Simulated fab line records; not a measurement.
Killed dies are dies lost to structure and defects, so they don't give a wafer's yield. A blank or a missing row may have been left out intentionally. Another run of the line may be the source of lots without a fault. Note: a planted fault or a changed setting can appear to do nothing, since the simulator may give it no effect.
Which tool was responsible? | flow n5_finfet | Sampling: 12 lots, 31 wafers, 5 of 1938 route steps

## WHAT THE GAUGES SHOWED, per wafer
Not one reading of a measure or inspect step in the record can be checked against a usual standard deviation.

## WHAT TOOL EACH LOT RAN ON (gives the tool, then ch and the chambers of the sampled wafers, and finally the start)
lot  | N5_BEOL_M6_ETCH_72                 | N5_BEOL_M6_ETCH_66                 | N5_BEOL_M6_DEGAS_44          | N5_BEOL_M6_ALD_77                   | N5_PASSIVATION_PROBE_49
L776 | rie_diel-06 ch 1,2, day 8 13:30    | rie_diel-06 ch 1,2, day 8 13:33    | pvd_sputter-02, day 8 14:29  | ald_metal-01 ch 1,2,3, day 8 14:37  | -
L777 | rie_diel-06 ch 1,2,3, day 9 02:50  | rie_diel-06 ch 1,2,3, day 9 02:53  | pvd_sputter-02, day 9 03:45  | ald_metal-02 ch 0,1, day 9 03:55    | -
L778 | rie_diel-02 ch 0,1, day 9 06:02    | rie_diel-02 ch 0,1, day 9 06:05    | pvd_sputter-01, day 9 09:06  | ald_metal-04 ch 0,1, day 9 09:16    | prober-01, day 12 20:53
L779 | rie_diel-06 ch 0,1,2, day 9 15:31  | rie_diel-06 ch 0,1,2, day 9 15:33  | pvd_sputter-03, day 9 17:06  | ald_metal-04 ch 0,1,3, day 9 17:13  | prober-02, day 13 06:47
L783 | rie_diel-05 ch 0,2,3, day 10 06:44 | rie_diel-05 ch 0,2,3, day 10 06:46 | pvd_sputter-01, day 10 07:52 | ald_metal-02 ch 0,2,3, day 10 07:58 | prober-01, day 13 18:22
L787 | rie_diel-06 ch 1,2,3, day 11 09:05 | rie_diel-06 ch 1,2,3, day 11 09:07 | pvd_sputter-01, day 11 10:00 | ald_metal-04 ch 1,2, day 11 10:10   | -
L785 | rie_diel-02 ch 0,1, day 11 09:11   | rie_diel-02 ch 0,1, day 11 09:14   | pvd_sputter-03, day 11 10:32 | ald_metal-04 ch 0,1, day 11 10:38   | -
L786 | rie_diel-06 ch 0,3, day 11 12:43   | rie_diel-06 ch 0,3, day 11 12:46   | pvd_sputter-03, day 11 13:52 | ald_metal-01 ch 1,2,3, day 11 13:59 | -
L788 | rie_diel-05 ch 0,1, day 11 22:41   | rie_diel-05 ch 0,1, day 11 22:44   | pvd_sputter-02, day 11 23:40 | ald_metal-01 ch 2,3, day 11 23:47   | prober-02, day 15 08:06
L792 | rie_diel-06 ch 2,3, day 13 01:56   | rie_diel-06 ch 2,3, day 13 02:01   | pvd_sputter-02, day 13 04:02 | ald_metal-01 ch 0,1, day 13 04:08   | prober-01, day 16 22:18
L795 | rie_diel-02 ch 0,1, day 13 15:17   | rie_diel-02 ch 0,1, day 13 15:20   | pvd_sputter-03, day 13 16:35 | ald_metal-01 ch 1,3, day 13 16:41   | prober-02, day 17 02:52
L797 | rie_diel-05 ch 1,3, day 14 04:25   | rie_diel-05 ch 1,3, day 14 04:28   | pvd_sputter-01, day 14 05:20 | ald_metal-01 ch 0,2, day 14 05:34   | -
- N5_BEOL_M6_ETCH_72: etches underlayer in N2/H2, target depth 6.5 nm, time 5.2 s.
- N5_BEOL_M6_ETCH_66: etches SOC in N2/H2, target depth 80 nm, overetch 16 nm, time 120 s.
- N5_BEOL_M6_DEGAS_44: time 60 s.
- N5_BEOL_M6_ALD_77: deposits TaN, target thk 2 nm, pulse time 2 s, purge time 3 s.
- N5_PASSIVATION_PROBE_49

## AS READ BY THE TOOLS THEMSELVES (means over the sampled wafers that have a number; for cases with no such wafer, the mark the record gives instead)
N5_BEOL_M6_ETCH_72. Usual: for drypump_motor_current_A, 5.8 A with a standard deviation of 0.45; for etch_rf_on_time_s, 5.20 s with a standard deviation of 0.1; for h2_flow_sccm, 200.0 sccm with a standard deviation of 0.63; for oes_product_au, 0.64 a.u. with a standard deviation of 0.051; for rf_vpp_V, 524.7 V with a standard deviation of 1.9; for showerhead_plenum_p_Torr, 2.57 Torr with a standard deviation of 0.055; for throttle_valve_pct, 17.96 % with a standard deviation of 0.21.
lot  | tool        | drypump_motor_current_A (A) | etch_rf_on_time_s (s) | h2_flow_sccm (sccm) | oes_product_au (a.u.) | rf_vpp_V (V) | showerhead_plenum_p_Torr (Torr) | throttle_valve_pct (%) | flag
L776 | rie_diel-06 | 5.6                         | 5.18                  | 200.1               | 0.61                  | 526.6        | 2.60                            | 17.85                  |
L777 | rie_diel-06 | 5.6                         | 5.22                  | 200.0               | 0.65                  | 525.1        | 2.58                            | 17.88                  |
L778 | rie_diel-02 | 6.4                         | 5.17                  | 199.7               | 0.67                  | 525.3        | 2.62                            | 17.89                  |
L779 | rie_diel-06 | 5.9                         | 5.24                  | 199.3               | 0.61                  | 525.4        | 2.56                            | 18.02                  |
L783 | rie_diel-05 | 5.3                         | 5.17                  | 199.1               | 0.65                  | 527.6        | 2.61                            | 17.78                  |
L787 | rie_diel-06 | 5.6                         | 5.22                  | 200.0               | 0.63                  | 525.2        | 2.57                            | 17.89                  |
L785 | rie_diel-02 | 6.4                         | 5.19                  | 200.3               | 0.67                  | 526.2        | 2.64                            | 17.95                  |
L786 | rie_diel-06 | 5.9                         | 5.18                  | 199.7               | 0.65                  | 523.8        | 2.53                            | 18.11                  |
L788 | rie_diel-05 | 5.8                         | 5.02                  | 200.4               | 0.67                  | 523.6        | 2.54                            | 17.99                  |
L792 | rie_diel-06 | 5.6                         | 5.20                  | 200.2               | 0.65                  | 525.2        | 2.54                            | 17.94                  |
L795 | rie_diel-02 | 6.4                         | 5.14                  | 200.3               | 0.74                  | 526.0        | 2.60                            | 17.70                  |
L797 | rie_diel-05 | 5.8                         | 5.19                  | 199.9               | 0.66                  | 525.3        | 2.59                            | 17.88                  |

N5_BEOL_M6_ETCH_66. Usual: drypump_motor_current_A 5.8 A, standard deviation 0.46; h2_flow_sccm 200.0 sccm, standard deviation 0.63; oes_product_au 0.58 a.u., standard deviation 0.045; rf_vpp_V 524.7 V, standard deviation 1.8; showerhead_plenum_p_Torr 2.57 Torr, standard deviation 0.055; throttle_valve_pct 17.92 %, standard deviation 0.21.
lot  | tool        | drypump_motor_current_A (A) | h2_flow_sccm (sccm) | oes_product_au (a.u.) | rf_vpp_V (V) | showerhead_plenum_p_Torr (Torr) | throttle_valve_pct (%) | flag
L776 | rie_diel-06 | 5.6                         | 200.6               | 0.55                  | 525.6        | 2.60                            | 17.80                  |
L777 | rie_diel-06 | 5.6                         | 200.3               | 0.58                  | 524.6        | 2.58                            | 17.84                  |
L778 | rie_diel-02 | 6.4                         | 199.7               | 0.59                  | 525.0        | 2.62                            | 17.85                  |
L779 | rie_diel-06 | 5.9                         | 199.5               | 0.55                  | 524.1        | 2.56                            | 17.95                  |
L783 | rie_diel-05 | 5.3                         | 199.3               | 0.58                  | 526.2        | 2.61                            | 17.73                  |
L787 | rie_diel-06 | 5.6                         | 200.0               | 0.57                  | 523.8        | 2.57                            | 17.87                  |
L785 | rie_diel-02 | 6.4                         | 200.2               | 0.60                  | 525.8        | 2.64                            | 17.92                  |
L786 | rie_diel-06 | 5.9                         | 200.2               | 0.58                  | 523.1        | 2.53                            | 18.07                  |
L788 | rie_diel-05 | 5.9                         | 200.3               | 0.59                  | 524.4        | 2.54                            | 17.98                  |
L792 | rie_diel-06 | 5.6                         | 200.2               | 0.58                  | 523.0        | 2.54                            | 17.89                  |
L795 | rie_diel-02 | 6.4                         | 200.1               | 0.67                  | 525.2        | 2.60                            | 17.68                  |
L797 | rie_diel-05 | 5.8                         | 200.2               | 0.59                  | 525.7        | 2.59                            | 17.86                  |

N5_BEOL_M6_DEGAS_44. Usual: heater_power_w 322 W, standard deviation 25.
lot  | tool           | heater_power_w (W) | flag
L776 | pvd_sputter-02 | 322                |
L777 | pvd_sputter-02 | 297                |
L778 | pvd_sputter-01 | 326                |
L779 | pvd_sputter-03 | 318                |
L783 | pvd_sputter-01 | 330                |
L787 | pvd_sputter-01 | 326                |
L785 | pvd_sputter-03 | 313                |
L786 | pvd_sputter-03 | 350                |
L788 | pvd_sputter-02 | 306                |
L792 | pvd_sputter-02 | 309                |
L795 | pvd_sputter-03 | 348                |
L797 | pvd_sputter-01 | 328                |

N5_BEOL_M6_ALD_77. Usual: heater_power_w 436 W, standard deviation 39.
lot  | tool         | heater_power_w (W) | flag
L776 | ald_metal-01 | 430                |
L777 | ald_metal-02 | 472                |
L778 | ald_metal-04 | 419                |
L779 | ald_metal-04 | 434                |
L783 | ald_metal-02 | 457                |
L787 | ald_metal-04 | 417                |
L785 | ald_metal-04 | 421                |
L786 | ald_metal-01 | 428                |
L788 | ald_metal-01 | 414                |
L792 | ald_metal-01 | 452                |
L795 | ald_metal-01 | 435                |
L797 | ald_metal-01 | 420                |

N5_PASSIVATION_PROBE_49. Usual: defect_limited_yield 90.9 %, standard deviation 1.5; killed_at_M0_to_M3 36, standard deviation 9.9; killed_at_M4_up 13, standard deviation 4.5; killed_at_contacts 13, standard deviation 6.4; killed_at_front_end 42, standard deviation 12; killed_at_other 3.4, standard deviation 3; killed_dies 107, standard deviation 18; killed_on_rim 14, standard deviation 4.3; killed_open 69, standard deviation 13; killed_short 35, standard deviation 8.2; sort_bin_5_function 5.3 %, standard deviation 1.1; sort_bin_6_memory 3.4 %, standard deviation 0.69; sort_n_pass 1073, standard deviation 18; sort_yield_pct 90.9 %, standard deviation 1.5.
lot  | tool      | defect_limited_yield (%) | killed_at_M0_to_M3 | killed_at_M4_up | killed_at_contacts | killed_at_front_end | killed_at_other | killed_dies | killed_on_rim | killed_open | killed_short | sort_bin_5_function (%) | sort_bin_6_memory (%) | sort_n_pass | sort_yield_pct (%) | flag
L778 | prober-01 | 91.2                     | 32                 | 11              | 22                 | 36                  | 2.5             | 103         | 18            | 69          | 32           | 5.1                     | 3.2                   | 1077        | 91.2               |
L779 | prober-02 | 92.3                     | 36                 | 6               | 7                  | 40                  | 1.7             | 91          | 12            | 53          | 37           | 4.7                     | 2.9                   | 1089        | 92.3               |
L783 | prober-01 | 91.4                     | 44                 | 10              | 9                  | 32                  | 5.7             | 101         | 13            | 61          | 40           | 5.5                     | 2.5                   | 1079        | 91.4               |
L788 | prober-02 | 91.6                     | 28                 | 10              | 14                 | 41                  | 6.5             | 99          | 11            | 68          | 30           | 4.8                     | 3.3                   | 1081        | 91.6               |
L792 | prober-01 | 93.0                     | 22                 | 14              | 14                 | 28                  | 4.0             | 83          | 12            | 54          | 26           | 4.0                     | 2.8                   | 1097        | 93.0               |
L795 | prober-02 | 91.2                     | 46                 | 7               | 11                 | 31                  | 9.0             | 104         | 21            | 65          | 36           | 5.1                     | 3.6                   | 1076        | 91.2               |

## THE ANSWER, worked out from the rows above alone
Rule: lot off if the mean of its wafers having a number is beyond 3 standard deviations from the usual mean. A lot without any number at a reading at which 4 lots or more have one is off too. The other lots that the step has rows for count as sound. First the gauges in route order, then the tools' own readings, where a lot's mean is used as printed above. The first step at which some lot is off is used, and at that step the reading that is off furthest; a lot without a number counts as furthest.
No lot is off on any of the readings shown, so nothing can be concluded from this.

## WHAT WAS PUT IN BY THE SIMULATOR
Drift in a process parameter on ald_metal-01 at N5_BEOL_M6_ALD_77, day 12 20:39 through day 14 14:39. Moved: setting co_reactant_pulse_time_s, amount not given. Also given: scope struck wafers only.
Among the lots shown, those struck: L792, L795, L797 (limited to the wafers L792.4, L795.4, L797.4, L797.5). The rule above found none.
